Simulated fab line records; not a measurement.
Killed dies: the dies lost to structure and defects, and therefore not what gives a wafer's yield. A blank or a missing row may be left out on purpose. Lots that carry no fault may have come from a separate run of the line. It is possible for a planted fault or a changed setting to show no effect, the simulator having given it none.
fab line records + flow n5_finfet
[record]
- lots = 11
- wafers = 33
- last_day = 17
route steps=1938 shown BEOL_M15@1828 MIM_BOT_LITHO@1864 MIM_BOT_ETCH@1869 TV_LITHO@1884 PASSIVATION@1936
lots that met no fault: from a run of the same line without faults
start_h: start of the lot's first displayed wafer, in hours after the record's first day + wait_h: how many hours have passed since the lot's step before this one + " the same as in the row above + L1.1+2: several wafers, shown together as one row + - either no value or no given start + * or withheld: withheld + < > ~ a bound
route shown NAME@n: NAME is a module with steps in the file, n the number in the route of the first one + usual: mean/standard deviation of fault-free wafers + same: alike in all rows + chamber/n: place in a boat + sites: the reading at each site + _std_site: standard deviation of those values + _edge_site: mean of outer sites minus mean of inner sites + radius_mm: how far each site lies from the wafer's centre + mask NAME#n: copy n + behind: the most recent tool/chamber to have shaped the wafer + hold: reason for holding the lot/hours on hold/outcome of the hold + device: transistor that didn't switch, given as n, p or np + end of line: tests of these same wafers at the route's end + a step with no rows: only its recipe + killed: dies lost to structure and defects at the first sort, not the wafer's yield + map: a wafer's dies, x killed, . not, _ none there
set.NAME: the setting the step ran with; set.NAME@STEP: the setting that earlier step ran with + model.NAME: the simulator's own value behind a step, which no gauge read
a sample of lots followed through the steps of the route, with each step as a table and each wafer as a row
services: when a tool's chamber went out of use (start_h, in hours from the record's first day, below 0 if earlier), for how many hours, and the reason
[[steps]]
[step N5_BEOL_M15_RS_MEAS_54]
[recipe]
- thk_meas_gauge = four-point-probe
- reads = Cu_of_BEOL_M15_ECD_47+Ta_of_BEOL_M15_SPUTTER_44+TaN_of_BEOL_M15_SPUTTER_43
[usual]
- M15_RS = 0.0217/0.00037
| lot.wafer | tool          | chamber | start_h | wait_h | M15_RS[ohm/sq] |
|-----------|---------------|---------|---------|--------|----------------|
| L825.1    | film_metro-01 | -       | 276.66  | 0.0    | 0.0220         |
| L825.4    | "             | -       | "       | "      | 0.0219         |
| L825.6    | "             | -       | "       | "      | 0.0216         |
| L830.2    | film_metro-01 | -       | 310.62  | 0.1    | 0.0219         |
| L830.3    | "             | -       | "       | "      | 0.0216         |
| L830.6    | "             | -       | "       | "      | 0.0220         |
| L829.1    | film_metro-02 | -       | 311.29  | 0.0    | 0.0216         |
| L829.3    | "             | -       | "       | "      | 0.0220         |
| L829.4    | "             | -       | "       | "      | 0.0214         |
| L832.4    | film_metro-01 | -       | 317.61  | 0.0    | 0.0222         |
| L832.5    | "             | -       | "       | "      | 0.0222         |
| L832.6    | "             | -       | "       | "      | 0.0218         |
| L834.3    | film_metro-02 | -       | 330.72  | 0.1    | 0.0214         |
| L834.4    | "             | -       | "       | "      | 0.0209         |
| L834.5    | "             | -       | "       | "      | 0.0222         |
| L837.1    | film_metro-01 | -       | 331.40  | 0.0    | 0.0220         |
| L837.3    | "             | -       | "       | "      | 0.0218         |
| L837.6    | "             | -       | "       | "      | 0.0216         |
| L836.1    | film_metro-01 | -       | 342.51  | 0.0    | 0.0219         |
| L836.3    | "             | -       | "       | "      | 0.0217         |
| L836.5    | "             | -       | "       | "      | 0.0217         |
| L838.2    | film_metro-01 | -       | 342.75  | 0.1    | 0.0221         |
| L838.4    | "             | -       | "       | "      | 0.0216         |
| L838.5    | "             | -       | "       | "      | 0.0217         |
| L839.4    | film_metro-01 | -       | 359.91  | 0.0    | 0.0215         |
| L839.5    | "             | -       | "       | "      | 0.0216         |
| L839.6    | "             | -       | "       | "      | 0.0213         |
| L840.1    | film_metro-01 | -       | 375.33  | 0.1    | 0.0216         |
| L840.3    | "             | -       | "       | "      | 0.0220         |
| L840.5    | "             | -       | "       | "      | 0.0209         |
| L842.2    | film_metro-01 | -       | 387.67  | 0.1    | 0.0219         |
| L842.3    | "             | -       | "       | "      | 0.0206         |
| L842.6    | "             | -       | "       | "      | 0.0214         |
[step N5_MIM_BOT_LITHO_INSPECT_12]
[recipe]
- mode = adi
- inspect_instrument = macro
[usual]
- raw_defect_count = 2.1/1.4
| lot.wafer | tool              | chamber | start_h | wait_h | raw_defect_count |
|-----------|-------------------|---------|---------|--------|------------------|
| L825.1    | defect_inspect-02 | -       | 281.77  | 0.0    | 1                |
| L825.4    | "                 | -       | "       | "      | 2                |
| L825.6    | "                 | -       | "       | "      | 2                |
| L830.2    | defect_inspect-02 | -       | 316.98  | 0.0    | 2                |
| L830.3    | "                 | -       | "       | "      | 1                |
| L830.6    | "                 | -       | "       | "      | 1                |
| L829.1    | defect_inspect-02 | -       | 317.22  | 0.0    | 2                |
| L829.3    | "                 | -       | "       | "      | 3                |
| L829.4    | "                 | -       | "       | "      | 2                |
| L832.4    | defect_inspect-01 | -       | 322.00  | 0.0    | 5                |
| L832.5    | "                 | -       | "       | "      | 1                |
| L832.6    | "                 | -       | "       | "      | 1                |
| L834.3    | defect_inspect-02 | -       | 342.34  | 0.0    | 2                |
| L834.4    | "                 | -       | "       | "      | 0                |
| L834.5    | "                 | -       | "       | "      | 2                |
| L837.1    | defect_inspect-01 | -       | 342.50  | 0.0    | 1                |
| L837.3    | "                 | -       | "       | "      | 4                |
| L837.6    | "                 | -       | "       | "      | 0                |
| L836.1    | defect_inspect-01 | -       | 348.67  | 0.0    | 1                |
| L836.3    | "                 | -       | "       | "      | 2                |
| L836.5    | "                 | -       | "       | "      | 4                |
| L838.2    | defect_inspect-02 | -       | 348.91  | 0.0    | 3                |
| L838.4    | "                 | -       | "       | "      | 2                |
| L838.5    | "                 | -       | "       | "      | 2                |
| L839.4    | defect_inspect-01 | -       | 365.45  | 0.0    | 1                |
| L839.5    | "                 | -       | "       | "      | 1                |
| L839.6    | "                 | -       | "       | "      | 6                |
| L840.1    | defect_inspect-02 | -       | 380.35  | 0.0    | 4                |
| L840.3    | "                 | -       | "       | "      | 2                |
| L840.5    | "                 | -       | "       | "      | 6                |
| L842.2    | defect_inspect-02 | -       | 392.13  | 0.0    | 1                |
| L842.3    | "                 | -       | "       | "      | 3                |
| L842.6    | "                 | -       | "       | "      | 2                |
[step N5_MIM_BOT_ETCH_STRIP_01]
[recipe]
- chemistry = O2
- power_w = 600
- temp_c = 60
- pressure_mtorr = 30
- rf_frequency_hz = 6e+07
- bias_power_w = 0
- overash_fraction = 0.5
- o2_flow_sccm = 225
[usual]
- bias_power_w = 0/0
- chamber_pressure_mTorr = 29.99/0.078
- drypump_motor_current_A = 5.7/0.54
- oes_product_au = 0.82/0.084
- overash_fraction = 0.5/0
- rf_vpp_V = 3.6/1.2
- showerhead_plenum_p_Torr = 2.10/0.075
- throttle_valve_pct = 16.57/0.27
| lot.wafer | tool        | chamber | start_h | wait_h | bias_power_w | chamber_pressure_mTorr | drypump_motor_current_A | oes_product_au | overash_fraction | rf_hours_counter_h | rf_vpp_V | showerhead_plenum_p_Torr | throttle_valve_pct |
|-----------|-------------|---------|---------|--------|--------------|------------------------|-------------------------|----------------|------------------|--------------------|----------|--------------------------|--------------------|
| L825.1    | rie_diel-05 | 3       | 282.41  | 0.2    | 0            | 30.13                  | 6.1                     | 0.69           | 0.5              | 239                | 1.6      | 2.13                     | 17.02              |
| L825.4    | "           | 1       | "       | "      | 0            | 30.07                  | 5.7                     | 0.97           | 0.5              | 14                 | 1.9      | 2.06                     | 16.40              |
| L825.6    | "           | 2       | "       | "      | 0            | 29.93                  | 5.5                     | 0.91           | 0.5              | -                  | 1.5      | 2.14                     | 16.21              |
| L830.2    | rie_diel-01 | 2       | 317.48  | 0.1    | 0            | 29.97                  | 6.4                     | 0.78           | 0.5              | 118                | 3.0      | 2.11                     | 16.34              |
| L830.3    | "           | 1       | "       | "      | 0            | 29.88                  | 5.0                     | 0.71           | 0.5              | 209                | 3.5      | 2.06                     | 16.59              |
| L830.6    | "           | 1       | "       | "      | 0            | 29.89                  | 5.1                     | 0.70           | 0.5              | -                  | 3.3      | 2.06                     | 16.61              |
| L829.1    | rie_diel-06 | 0       | 317.64  | 0.1    | 0            | 29.95                  | 5.6                     | 0.74           | 0.5              | 208                | 4.0      | 2.08                     | 16.77              |
| L829.3    | "           | 2       | "       | "      | 0            | 29.95                  | 6.6                     | 0.93           | 0.5              | 41                 | 4.5      | 2.22                     | 16.32              |
| L829.4    | "           | 3       | "       | "      | 0            | 30.00                  | 5.5                     | 0.89           | 0.5              | 17                 | 1.0      | 2.22                     | 16.55              |
| L832.4    | rie_diel-05 | 2       | 322.44  | 0.1    | 0            | 30.03                  | 5.5                     | 0.88           | 0.5              | -                  | 2.0      | 2.14                     | 16.28              |
| L832.5    | "           | 0       | "       | "      | 0            | 30.03                  | 6.1                     | 0.83           | 0.5              | -                  | 2.6      | 2.04                     | 16.48              |
| L832.6    | "           | 1       | "       | "      | 0            | 30.02                  | 5.7                     | 0.90           | 0.5              | -                  | 3.0      | 2.05                     | 16.40              |
| L834.3    | rie_diel-06 | 1       | 342.76  | 0.1    | 0            | 29.86                  | 4.8                     | 0.72           | 0.5              | 215                | 5.3      | 2.00                     | 17.11              |
| L834.4    | "           | 3       | "       | "      | 0            | 29.82                  | 5.4                     | 0.90           | 0.5              | 23                 | 4.2      | 2.22                     | 16.55              |
| L834.5    | "           | 2       | "       | "      | 0            | 30.14                  | 6.6                     | 0.91           | 0.5              | -                  | 4.7      | 2.22                     | 16.31              |
| L837.1    | rie_diel-05 | 0       | 342.92  | 0.1    | 0            | 30.02                  | 6.1                     | 0.80           | 0.5              | 98                 | 3.1      | 2.04                     | 16.48              |
| L837.3    | "           | 2       | "       | "      | 0            | 30.08                  | 5.5                     | 0.87           | 0.5              | 48                 | 4.3      | 2.13                     | 16.26              |
| L837.6    | "           | 0       | "       | "      | 0            | 29.79                  | 6.1                     | 0.80           | 0.5              | -                  | 3.6      | 2.04                     | 16.51              |
| L836.1    | rie_diel-05 | 1       | 349.23  | 0.1    | 0            | 30.03                  | 5.7                     | 0.88           | 0.5              | 39                 | 5.3      | 2.05                     | 16.43              |
| L836.3    | "           | 3       | "       | "      | 0            | 29.92                  | 6.2                     | 0.98           | 0.5              | 1                  | 2.6      | 2.13                     | 16.62              |
| L836.5    | "           | 1       | "       | "      | 0            | 30.03                  | 5.7                     | 0.89           | 0.5              | -                  | 3.5      | 2.05                     | 16.46              |
| L838.2    | rie_diel-01 | 0       | 349.40  | 0.1    | -            | -                      | -                       | -              | -                | -                  | -        | -                        | -                  |
| L838.4    | "           | 2       | "       | "      | -            | -                      | -                       | -              | -                | -                  | -        | -                        | -                  |
| L838.5    | "           | 2       | "       | "      | -            | -                      | -                       | -              | -                | -                  | -        | -                        | -                  |
| L839.4    | rie_diel-06 | 1       | 365.87  | 0.1    | -            | -                      | -                       | -              | -                | -                  | -        | -                        | -                  |
| L839.5    | "           | 2       | "       | "      | -            | -                      | -                       | -              | -                | -                  | -        | -                        | -                  |
| L839.6    | "           | 1       | "       | "      | -            | -                      | -                       | -              | -                | -                  | -        | -                        | -                  |
| L840.1    | rie_diel-05 | 2       | 380.79  | 0.1    | -            | -                      | -                       | -              | -                | -                  | -        | -                        | -                  |
| L840.3    | "           | 0       | "       | "      | -            | -                      | -                       | -              | -                | -                  | -        | -                        | -                  |
| L840.5    | "           | 2       | "       | "      | -            | -                      | -                       | -              | -                | -                  | -        | -                        | -                  |
| L842.2    | rie_diel-06 | 2       | 392.55  | 0.1    | 0            | 30.14                  | 6.6                     | 0.89           | 0.5              | 63                 | 2.7      | 2.21                     | 16.40              |
| L842.3    | "           | 1       | "       | "      | 0            | 29.92                  | 4.9                     | 0.69           | 0.5              | 229                | 5.4      | 2.00                     | 17.18              |
| L842.6    | "           | 2       | "       | "      | 0            | 30.00                  | 6.6                     | 0.90           | 0.5              | -                  | 2.6      | 2.21                     | 16.34              |
[step N5_PASSIVATION_OVL_MEAS_60]
[recipe]
- points_per_wafer = 44
[usual]
- TV_OVL = 0/5.5
| lot.wafer | tool       | chamber | start_h | wait_h | TV_OVL[nm] |
|-----------|------------|---------|---------|--------|------------|
| L825.1    | overlay-01 | 0       | 285.82  | 0.0    | -3         |
| L825.4    | "          | 0       | "       | "      | 3          |
| L825.6    | "          | 0       | "       | "      | 3          |
| L830.2    | overlay-01 | 0       | 318.73  | 0.0    | -2         |
| L830.3    | "          | 0       | "       | "      | 0          |
| L830.6    | "          | 0       | "       | "      | 0          |
| L829.1    | overlay-02 | 0       | 318.77  | 0.0    | 0          |
| L829.3    | "          | 0       | "       | "      | 6          |
| L829.4    | "          | 0       | "       | "      | -3         |
| L832.4    | overlay-02 | 0       | 323.42  | 0.0    | -4         |
| L832.5    | "          | 0       | "       | "      | -8         |
| L832.6    | "          | 0       | "       | "      | -2         |
| L834.3    | overlay-02 | 0       | 343.82  | 0.0    | -4         |
| L834.4    | "          | 0       | "       | "      | -2         |
| L834.5    | "          | 0       | "       | "      | -1         |
| L837.1    | overlay-02 | 0       | 343.93  | 0.0    | -1         |
| L837.3    | "          | 0       | "       | "      | 4          |
| L837.6    | "          | 0       | "       | "      | -1         |
| L836.1    | overlay-01 | 0       | 350.51  | 0.0    | 3          |
| L836.3    | "          | 0       | "       | "      | 1          |
| L836.5    | "          | 0       | "       | "      | 5          |
| L838.2    | overlay-02 | 0       | 350.67  | 0.0    | 9          |
| L838.4    | "          | 0       | "       | "      | 12         |
| L838.5    | "          | 0       | "       | "      | 6          |
| L839.4    | overlay-01 | 0       | 367.09  | 0.0    | 3          |
| L839.5    | "          | 0       | "       | "      | -1         |
| L839.6    | "          | 0       | "       | "      | 7          |
| L840.1    | overlay-01 | 0       | 384.53  | 0.0    | 5          |
| L840.3    | "          | 0       | "       | "      | 6          |
| L840.5    | "          | 0       | "       | "      | 8          |
| L842.2    | overlay-01 | 0       | 394.73  | 0.0    | -7         |
| L842.3    | "          | 0       | "       | "      | 5          |
| L842.6    | "          | 0       | "       | "      | -6         |
[step N5_PASSIVATION_INSPECT_61]
[recipe]
- mode = adi
- inspect_instrument = macro
[usual]
- raw_defect_count = 2.1/1.3
| lot.wafer | tool              | chamber | start_h | wait_h | raw_defect_count |
|-----------|-------------------|---------|---------|--------|------------------|
| L825.1    | defect_inspect-02 | -       | 285.84  | 0.0    | 2                |
| L825.4    | "                 | -       | "       | "      | 1                |
| L825.6    | "                 | -       | "       | "      | 3                |
| L830.2    | defect_inspect-01 | -       | 318.76  | 0.0    | 2                |
| L830.3    | "                 | -       | "       | "      | 0                |
| L830.6    | "                 | -       | "       | "      | 3                |
| L829.1    | defect_inspect-02 | -       | 318.79  | 0.0    | 3                |
| L829.3    | "                 | -       | "       | "      | 2                |
| L829.4    | "                 | -       | "       | "      | 2                |
| L832.4    | defect_inspect-01 | -       | 323.45  | 0.0    | 3                |
| L832.5    | "                 | -       | "       | "      | 4                |
| L832.6    | "                 | -       | "       | "      | 2                |
| L834.3    | defect_inspect-01 | -       | 343.85  | 0.0    | 2                |
| L834.4    | "                 | -       | "       | "      | 2                |
| L834.5    | "                 | -       | "       | "      | 2                |
| L837.1    | defect_inspect-01 | -       | 343.95  | 0.0    | 1                |
| L837.3    | "                 | -       | "       | "      | 3                |
| L837.6    | "                 | -       | "       | "      | 2                |
| L836.1    | defect_inspect-02 | -       | 350.54  | 0.0    | 2                |
| L836.3    | "                 | -       | "       | "      | 2                |
| L836.5    | "                 | -       | "       | "      | 3                |
| L838.2    | defect_inspect-01 | -       | 350.70  | 0.0    | 54               |
| L838.4    | "                 | -       | "       | "      | 71               |
| L838.5    | "                 | -       | "       | "      | 47               |
| L839.4    | defect_inspect-01 | -       | 367.11  | 0.0    | 49               |
| L839.5    | "                 | -       | "       | "      | 60               |
| L839.6    | "                 | -       | "       | "      | 52               |
| L840.1    | defect_inspect-02 | -       | 384.56  | 0.0    | 57               |
| L840.3    | "                 | -       | "       | "      | 66               |
| L840.5    | "                 | -       | "       | "      | 59               |
| L842.2    | defect_inspect-01 | -       | 394.75  | 0.0    | 2                |
| L842.3    | "                 | -       | "       | "      | 2                |
| L842.6    | "                 | -       | "       | "      | 0                |
[step N5_PASSIVATION_PROBE_49]
[usual]
- defect_limited_yield = 91.2/1.4
- killed_at_M0_to_M3 = 35/11
- killed_at_M4_up = 14/5.6
- killed_at_contacts = 12/5.6
- killed_at_front_end = 38/11
- killed_at_other = 4/3.4
- killed_dies = 103/17
- killed_open = 68/12
- killed_short = 33/8.8
- sort_bin_4_leakage = 0.00/0.007
- sort_bin_5_function = 5.1/0.89
- sort_bin_6_memory = 3.3/0.71
- sort_n_pass = 1077/17
- sort_yield_pct = 91.2/1.4
[same]
- gross_dies = 1180
- killed_at_back_side = 0
- sort_bin_8_speed[%] = 0
| lot.wafer | tool      | chamber | start_h | wait_h | defect_limited_yield[%] | killed_at_M0_to_M3 | killed_at_M4_up | killed_at_contacts | killed_at_front_end | killed_at_other | killed_dies | killed_open | killed_short | sort_bin_4_leakage[%] | sort_bin_5_function[%] | sort_bin_6_memory[%] | sort_n_pass | sort_yield_pct[%] |
|-----------|-----------|---------|---------|--------|-------------------------|--------------------|-----------------|--------------------|---------------------|-----------------|-------------|-------------|--------------|-----------------------|------------------------|----------------------|-------------|-------------------|
| L839.5    | prober-01 | -       | 374.83  | 0.2    | 91.4                    | 24                 | 15              | 15                 | 44                  | 4               | 102         | 65          | 37           | 0                     | 5.2                    | 3.1                  | 1078        | 91.4              |
| L840.3    | prober-01 | -       | 391.06  | 0.1    | 90.1                    | 24                 | 17              | 18                 | 54                  | 4               | 117         | 74          | 39           | 0                     | 5.3                    | 4.2                  | 1063        | 90.1              |
// killed by level:class
L839.5 GATE_CUT:geometric_particle:short=13 MOL_CONTACT_COAG:geometric_particle:open=13 STI_FIN_REVEAL:geometric_particle:open=10 BEOL_M1:geometric_particle:open=9 ILD0:geometric_particle:open=5 BEOL_M4:geometric_particle:open=5 BEOL_M4:geometric_particle:short=5 BEOL_M0_SAQP:geometric_particle:open=4
L840.3 FIN_SAQP:geometric_particle:open=18 MOL_CONTACT_COAG:geometric_particle:open=16 FIN_SAQP:geometric_particle:short=14 BEOL_M0_SAQP:geometric_particle:open=8 BEOL_M0_SAQP:geometric_particle:short=7 BEOL_M4:geometric_particle:short=5 STI_FIN_REVEAL:geometric_particle:open=4 ILD0:geometric_particle:short=4
[[services]]
| tool        | chamber | start_h | hours | kind                          |
|-------------|---------|---------|-------|-------------------------------|
| rie_diel-01 | 1       | 266.36  | 5.0   | repair                        |
| rie_diel-05 | 3       | 319.94  | -     | clean                         |
| rie_diel-05 | 3       | 319.94  | -     | consumable_replace:focus_ring |
| rie_diel-05 | 3       | 319.94  | 23.7  | scheduled_down                |
| rie_diel-05 | 3       | 319.94  | 23.7  | vent_cycle                    |
| rie_diel-06 | -       | 323.83  | 2.8   | pm                            |
| rie_diel-06 | 1       | 353.19  | 3.7   | repair                        |
| rie_diel-01 | 0       | 368.40  | 6.1   | repair                        |
[[key]]
[first_sign]
- step = N5_MIM_BOT_ETCH_STRIP_01
- reading = tool_record
- direction = missing
[effect]
- step = N5_PASSIVATION_INSPECT_61
- reading = raw_defect_count
- direction = up
- sigmas = 44
- usual = 2.1
- struck = 57.2
met_at N5_MIM_BOT_ETCH_STRIP_01
struck_lots L838,L839,L840
not_acting_at N5_BEOL_M15_RS_MEAS_54,N5_MIM_BOT_LITHO_INSPECT_12,N5_PASSIVATION_OVL_MEAS_60
onset_between 349.23 349.40
[fault]
- kind = skipped_step_whole
- tool = rie_diel-01,rie_diel-05,rie_diel-06
- chamber = -
- onset_h = 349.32
- steps = N5_MIM_BOT_ETCH_STRIP_01
- scope = struck_lots_only
